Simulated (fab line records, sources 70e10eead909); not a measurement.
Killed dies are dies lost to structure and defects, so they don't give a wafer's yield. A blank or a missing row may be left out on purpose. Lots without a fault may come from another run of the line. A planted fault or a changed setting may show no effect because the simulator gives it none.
Which tool did it? | flow nand_harc | 12 lots, 36 wafers sampled, at 5 steps of a route of 1159

WHAT THE GAUGES READ, wafer by wafer
NHARC_END_SORT_01. Usual: killed_at_array 28, standard deviation 11; killed_at_other 0.9, standard deviation 1.2; killed_at_periphery 2.6, standard deviation 2.1; killed_dies 31, standard deviation 11; killed_open 3.1, standard deviation 1.7; killed_short 1.9, standard deviation 1.3.
lot  | measured     | on        | killed_at_array | killed_at_other | killed_at_periphery | killed_dies | killed_open | killed_short | flag
L957 | day 26 03:54 | prober-01 | 668 672 667     | 5 1 3           | 4 4 7               | 677 677 677 | 5 2 3       | 4 0 2        | OFF
L959 | day 25 23:12 | prober-02 | 674 671 674     | 3 4 3           | 0 2 0               | 677 677 677 | 2 5 3       | 0 1 0        | OFF
L960 | day 26 09:20 | prober-01 | 675 668 669     | 0 1 1           | 2 8 7               | 677 677 677 | 4 4 3       | 4 1 5        | OFF

WHICH TOOL RAN EACH LOT (tool, then ch and the chambers of the sampled wafers, then the start)
lot  | NHARC_A_STAIRCASE_STRIP_295                   | NHARC_A_STAIRCASE_DESCUM_312       | NHARC_A_STAIRCASE_HM_OPEN_463                 | NHARC_A_STAIRCASE_DEP_151
L944 | rie_diel-09 ch 0,2,3, day 11 06:13 or earlier | rie_diel-09 ch 0,1,2, day 11 06:13 | rie_diel-09 ch 0,1,2, day 11 21:11 or earlier | pecvd-03 ch 0,1,2, day 11 21:11
L945 | rie_diel-13 ch 1,2, day 12 11:49 or earlier   | rie_diel-13 ch 0,1,3, day 12 11:49 | rie_diel-13 ch 0,2,3, day 13 04:33 or earlier | pecvd-01 ch 0,1, day 13 04:33
L949 | rie_diel-09 ch 0,2,3, day 12 18:12 or earlier | rie_diel-09 ch 0,1,3, day 12 18:12 | rie_diel-09 ch 0,1,3, day 13 09:17 or earlier | pecvd-01 ch 0,1,2, day 13 09:17
L950 | rie_diel-11 ch 1,2,3, day 14 03:54 or earlier | rie_diel-13 ch 1,2,3, day 14 03:54 | rie_diel-13 ch 1,2,3, day 15 02:29 or earlier | pecvd-03 ch 0,1, day 15 02:29
L954 | rie_diel-11 ch 1,2,3, day 14 04:31 or earlier | rie_diel-09 ch 1,3, day 14 04:31   | rie_diel-09 ch 1,3, day 14 19:58 or earlier   | pecvd-03 ch 0,1,2, day 14 19:58
L953 | rie_diel-09 ch 0,1, day 14 07:31 or earlier   | rie_diel-13 ch 1,2,3, day 14 07:31 | rie_diel-13 ch 2,3, day 14 20:09 or earlier   | pecvd-01 ch 0,1,2, day 14 20:09
L955 | rie_diel-09 ch 1,2, day 14 22:35 or earlier   | rie_diel-13 ch 0,1,3, day 14 22:35 | rie_diel-13 ch 0,2,3, day 15 15:16 or earlier | pecvd-03 ch 0,1,2, day 15 15:16
L957 | rie_diel-13 ch 2,3, day 15 10:39 or earlier   | rie_diel-13 ch 0,1, day 15 10:39   | rie_diel-13 ch 0,1, day 16 03:49 or earlier   | pecvd-02 ch 0,1,2, day 16 03:49
L959 | rie_diel-13 ch 0,1,3, day 15 16:21 or earlier | rie_diel-11 ch 0,1,2, day 15 16:21 | rie_diel-11 ch 2,3, day 16 08:45 or earlier   | pecvd-01 ch 0,1,2, day 16 08:45
L960 | rie_diel-09 ch 2,3, day 15 17:37 or earlier   | rie_diel-13 ch 0,1, day 15 17:37   | rie_diel-13 ch 0,1,3, day 16 08:45 or earlier | pecvd-03 ch 0,1, day 16 08:45
L966 | rie_diel-09 ch 2,3, day 17 05:21 or earlier   | rie_diel-09 ch 0,1,3, day 17 05:21 | rie_diel-09 ch 0,2,3, day 19 10:34 or earlier | pecvd-01 ch 1,2, day 19 10:34
L967 | rie_diel-13 ch 0,1,3, day 17 12:41 or earlier | rie_diel-13 ch 0,1,3, day 17 12:41 | rie_diel-13 ch 0,1,3, day 19 11:49 or earlier | pecvd-03 ch 0,2, day 19 11:49
- NHARC_A_STAIRCASE_STRIP_295: strips in O2.
- NHARC_A_STAIRCASE_DESCUM_312: chemistry O2, time 3 s.
- NHARC_A_STAIRCASE_HM_OPEN_463: chemistry O2/COS.
- NHARC_A_STAIRCASE_DEP_151: deposits SiO2, target thk 3800 nm.

WHAT THE TOOLS THEMSELVES READ (means of the sampled wafers that have a number; where no wafer has one, the mark that the record gives instead)
NHARC_A_STAIRCASE_STRIP_295. Usual: drypump_motor_current_A 5.5 A, standard deviation 0.4; oes_product_au 1.001 a.u., standard deviation 0.0091; rf_vpp_V 57.7 V, standard deviation 0.98; showerhead_plenum_p_Torr 3.51 Torr, standard deviation 0.16; throttle_valve_pct 17.036 %, standard deviation 0.0091.
lot  | tool        | drypump_motor_current_A (A) | oes_product_au (a.u.) | rf_vpp_V (V) | showerhead_plenum_p_Torr (Torr) | throttle_valve_pct (%) | flag
L944 | rie_diel-09 | 5.1                         | 0.995                 | 58.7         | 3.49                            | 17.028                 |
L945 | rie_diel-13 | 5.6                         | 0.998                 | 57.5         | 3.37                            | 17.030                 |
L949 | rie_diel-09 | 5.1                         | 0.994                 | 56.9         | 3.49                            | 17.042                 |
L950 | rie_diel-11 | 5.8                         | 1.000                 | 57.8         | 3.49                            | 17.045                 |
L954 | rie_diel-11 | 5.8                         | 1.007                 | 57.5         | 3.49                            | 17.030                 |
L953 | rie_diel-09 | 5.2                         | 0.995                 | 57.9         | 3.65                            | 17.034                 |
L955 | rie_diel-09 | 5.3                         | 0.992                 | 57.8         | 3.63                            | 17.050                 |
L957 | rie_diel-13 | 6.0                         | 1.011                 | 57.7         | 3.48                            | 17.030                 |
L959 | rie_diel-13 | 5.8                         | 0.999                 | 57.2         | 3.61                            | 17.026                 |
L960 | rie_diel-09 | 5.3                         | 1.008                 | 57.2         | 3.54                            | 17.033                 |
L966 | rie_diel-09 | 5.3                         | 1.001                 | 57.4         | 3.53                            | 17.032                 |
L967 | rie_diel-13 | 5.8                         | 1.001                 | 58.8         | 3.60                            | 17.030                 |

NHARC_A_STAIRCASE_DESCUM_312. Usual: drypump_motor_current_A 5.5 A, standard deviation 0.41; oes_product_au 1.001 a.u., standard deviation 0.0074; rf_vpp_V 57.7 V, standard deviation 0.91; showerhead_plenum_p_Torr 1.91 Torr, standard deviation 0.095; throttle_valve_pct 11.311 %, standard deviation 0.0083.
lot  | tool        | drypump_motor_current_A (A) | oes_product_au (a.u.) | rf_vpp_V (V) | showerhead_plenum_p_Torr (Torr) | throttle_valve_pct (%) | flag
L944 | rie_diel-09 | 5.2                         | 0.998                 | 58.2         | 1.84                            | 11.303                 |
L945 | rie_diel-13 | 5.8                         | 0.998                 | 57.2         | 1.86                            | 11.318                 |
L949 | rie_diel-09 | 5.1                         | 0.998                 | 58.6         | 1.94                            | 11.304                 |
L950 | rie_diel-13 | 5.9                         | 0.997                 | 57.5         | 1.91                            | 11.308                 |
L954 | rie_diel-09 | 5.3                         | 0.994                 | 58.5         | 2.02                            | 11.315                 |
L953 | rie_diel-13 | 5.8                         | 1.002                 | 57.1         | 1.91                            | 11.315                 |
L955 | rie_diel-13 | 5.8                         | 1.003                 | 57.6         | 1.96                            | 11.304                 |
L957 | rie_diel-13 | 5.4                         | 1.012                 | 57.5         | 1.92                            | 11.315                 |
L959 | rie_diel-11 | 5.7                         | 1.007                 | 57.2         | 1.86                            | 11.316                 |
L960 | rie_diel-13 | 5.5                         | 1.012                 | 57.6         | 1.91                            | 11.312                 |
L966 | rie_diel-09 | 5.2                         | 1.006                 | 57.9         | 1.92                            | 11.319                 |
L967 | rie_diel-13 | 5.8                         | 1.001                 | 59.5         | 1.95                            | 11.317                 |

NHARC_A_STAIRCASE_HM_OPEN_463. Usual: drypump_motor_current_A 5.5 A, standard deviation 0.42; oes_product_au 1.002 a.u., standard deviation 0.0075; rf_vpp_V 467 V, standard deviation 3.1; showerhead_plenum_p_Torr 3.11 Torr, standard deviation 0.14; throttle_valve_pct 28.330 %, standard deviation 0.0091.
lot  | tool        | drypump_motor_current_A (A) | oes_product_au (a.u.) | rf_vpp_V (V) | showerhead_plenum_p_Torr (Torr) | throttle_valve_pct (%) | flag
L944 | rie_diel-09 | 5.2                         | 0.999                 | 464          | 3.00                            | 28.329                 |
L945 | rie_diel-13 | 5.9                         | 0.995                 | 464          | 3.01                            | 28.319                 |
L949 | rie_diel-09 | 5.2                         | 0.999                 | 467          | 3.16                            | 28.326                 |
L950 | rie_diel-13 | 5.9                         | 1.003                 | 467          | 3.12                            | 28.330                 |
L954 | rie_diel-09 | 5.3                         | 1.005                 | 469          | 3.22                            | 28.329                 |
L953 | rie_diel-13 | 6.2                         | 1.007                 | 470          | 3.23                            | 28.323                 |
L955 | rie_diel-13 | 5.9                         | 1.002                 | 467          | 3.16                            | 28.321                 |
L957 | rie_diel-13 | 5.4                         | 1.011                 | 467          | 3.13                            | 28.327                 |
L959 | rie_diel-11 | 5.8                         | 1.004                 | 465          | 3.04                            | 28.325                 |
L960 | rie_diel-13 | 5.7                         | 1.008                 | 468          | 3.19                            | 28.323                 |
L966 | rie_diel-09 | 5.1                         | 1.005                 | 466          | 3.07                            | 28.332                 |
L967 | rie_diel-13 | 5.8                         | 1.007                 | 468          | 3.18                            | 28.338                 |

NHARC_A_STAIRCASE_DEP_151. Usual: heater_power_outer_w 374 W, standard deviation 51; heater_power_w 646 W, standard deviation 82; mfc_precursor_sccm 200.0 sccm, standard deviation 0.63.
lot  | tool     | heater_power_outer_w (W) | heater_power_w (W) | mfc_precursor_sccm (sccm) | flag
L944 | pecvd-03 | 362                      | 616                | 199.9                     |
L945 | pecvd-01 | 402                      | 657                | 199.1                     |
L949 | pecvd-01 | 352                      | 623                | 200.1                     |
L950 | pecvd-03 | 316                      | 545                | 199.4                     |
L954 | pecvd-03 | 351                      | 620                | 200.0                     |
L953 | pecvd-01 | 385                      | 663                | 199.8                     |
L955 | pecvd-03 | 307                      | 545                | 200.0                     |
L957 | pecvd-02 | -                        | -                  | -                         | OFF
L959 | pecvd-01 | -                        | -                  | -                         | OFF
L960 | pecvd-03 | -                        | -                  | -                         | OFF
L966 | pecvd-01 | 378                      | 640                | 201.2                     |
L967 | pecvd-03 | 363                      | 631                | 199.8                     |

THE ANSWER, worked out from the rows above alone
Rule: a lot is off if the mean of its wafers that have a number lies more than 3 standard deviations from the usual mean. A lot without any number at a reading at which 4 lots or more have one is off too. The other lots that the step has rows for count as sound. The gauges are gone through in route order, then the tools' own readings, and for those a lot's mean is taken as printed above. The first step at which some lot is off is used, and at that step the reading that is off furthest; a lot without a number counts as furthest.
Off: L957, L959, L960, at NHARC_END_SORT_01 (killed_dies). Neither off nor sound, because the step has no rows for them: L944, L945, L949, L950, L954, L953, L955, L966, L967.
A tool fits if, at a process step before that reading, it ran every lot that is off, and no sound lot after the first of them. The gauges at NHARC_END_SORT_01 aren't tried: what is off there is off at NHARC_A_STAIRCASE_DEP_151 too, on other tools, and a gauge's error can't cause that. NHARC_A_STAIRCASE_STRIP_295 gives no start for some lots, so the hours and the order of its lots are those of NHARC_A_STAIRCASE_DESCUM_312. NHARC_A_STAIRCASE_HM_OPEN_463 gives no start for some lots, so the hours and the order of its lots are those of NHARC_A_STAIRCASE_DEP_151. None of those tried fits.

WHAT THE SIMULATOR HAD PUT IN
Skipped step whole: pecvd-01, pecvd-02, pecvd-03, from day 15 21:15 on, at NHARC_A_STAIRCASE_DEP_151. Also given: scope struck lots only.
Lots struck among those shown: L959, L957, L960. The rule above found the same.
